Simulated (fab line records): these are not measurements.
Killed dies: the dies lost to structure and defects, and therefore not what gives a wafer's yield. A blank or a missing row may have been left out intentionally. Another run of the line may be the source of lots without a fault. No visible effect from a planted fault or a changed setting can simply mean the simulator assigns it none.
Split-lot experiment + flow n5Finfet + 21 wafers read across 7 lots, on a route 1938 steps long

== THE SPLIT ==
At N5_BEOL_M13_ETCH_68 (etches SOC in N2/H2, time 355 s), the setting timeS was moved away from the recipe's 355 s on 6 of the 21 wafers read, by -19.9% to +21.8%. The other wafers ran this setting at the recipe's value.

The split's own step is where the reading is taken.

== THE READING ==
SiARC_of_BEOL_M13_COAT_66.thkNm (the simulator's own value, which no gauge read), in nm, at N5_BEOL_M13_ETCH_68 (etches SOC in N2/H2, time 355 s). There is no usual value for it anywhere in the file. The 15 wafers here that ran the recipe average 76.9 nm, standard deviation 0.36 nm.

| wafer  | tool, chamber at the split | timeS as run, s | against the recipe | SiARC_of_BEOL_M13_COAT_66.thkNm, nm | against lot-mates on the recipe |
|--------|----------------------------|-----------------|--------------------|-------------------------------------|---------------------------------|
| L076.1 | rieDiel-04, 1              | 355             | recipe             | 77.2                                | -                               |
| L076.6 | rieDiel-04, 1              | 355             | recipe             | 77.2                                | -                               |
| L076.5 | rieDiel-04, 2              | 355             | recipe             | 77                                  | -                               |
| L077.2 | rieDiel-04, 0              | 355             | recipe             | 76.2                                | -                               |
| L077.4 | rieDiel-04, 0              | 284.2           | -19.9%             | 83                                  | +6.6                            |
| L077.6 | rieDiel-04, 1              | 355             | recipe             | 76.6                                | -                               |
| L079.2 | rieDiel-01, 0              | 355             | recipe             | 77.6                                | -                               |
| L079.3 | rieDiel-01, 1              | 432.4           | +21.8%             | 69.4                                | -8.2                            |
| L079.4 | rieDiel-01, 0              | 432.4           | +21.8%             | 70                                  | -7.6                            |
| L085.2 | rieDiel-05, 1              | 389             | +9.6%              | 74                                  | -2.5                            |
| L085.3 | rieDiel-05, 0              | 355             | recipe             | 76.4                                | -                               |
| L085.4 | rieDiel-05, 3              | 355             | recipe             | 76.6                                | -                               |
| L086.2 | rieDiel-01, 2              | 355             | recipe             | 76.8                                | -                               |
| L086.4 | rieDiel-01, 0              | 355             | recipe             | 77                                  | -                               |
| L086.6 | rieDiel-01, 2              | 355             | recipe             | 77.2                                | -                               |
| L088.2 | rieDiel-05, 0              | 314.4           | -11.4%             | 81                                  | +3.8                            |
| L088.5 | rieDiel-05, 3              | 314.4           | -11.4%             | 80.4                                | +3.2                            |
| L088.6 | rieDiel-05, 2              | 355             | recipe             | 77.2                                | -                               |
| L096.1 | rieDiel-01, 3              | 355             | recipe             | 77                                  | -                               |
| L096.2 | rieDiel-01, 1              | 355             | recipe             | 77.2                                | -                               |
| L096.4 | rieDiel-01, 1              | 355             | recipe             | 76.8                                | -                               |

THE FIT
A straight line over all 21 wafers: SiARC_of_BEOL_M13_COAT_66.thkNm changes by -0.323 nm for each +1% of timeS; r = -0.99; the points scatter about the line by 0.36 nm.
The same after taking each lot's own level away (the mean of its wafers on the recipe; 21 wafers): -0.341 nm for each +1%; r = -1.00; scatter 0.32 nm.
That fit puts the effect of the largest move of timeS on the reading at 7.4 nm.
The lots' own levels span 76.40 to 77.60 nm, that is 3.4 times the standard deviation above.
The two slopes agree, so the slope changes little with the lot-to-lot level.
Check: with one of the wafers moved furthest among these (+21.8%) left out of the fit, the line predicts -7.15 nm for it against its lot-mates. Against them it came out at -8.2 nm.

== THESE WAFERS: OTHER SPLITS ==
Other splits were also applied to these wafers ahead of the reading. Each is held against what the fit with the lots' levels taken away leaves over:
| other split on the same wafers   | wafers away from the commonest value | r with SiARC_of_BEOL_M13_COAT_66.thkNm (lot level and that fit taken away) |
|----------------------------------|--------------------------------------|----------------------------------------------------------------------------|
| N5_BEOL_M11_TRENCH_ETCH_37 timeS | 5                                    | +0.05                                                                      |
| N5_BEOL_M11_DEGAS_44 tempC       | 6                                    | -0.07                                                                      |
| N5_BEOL_M13_ILD_DEP_00 timeS     | 9                                    | -0.23                                                                      |
| N5_BEOL_M13_COAT_04 spinRpm      | 8                                    | -0.19                                                                      |
| N5_BEOL_M13_COAT_22 spinRpm      | 10                                   | -0.12                                                                      |

== THE FILE'S OWN FIT ==
SiARC_of_BEOL_M13_COAT_66.thkNm changes by -0.336 nm for each +1% of timeS, r = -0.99.
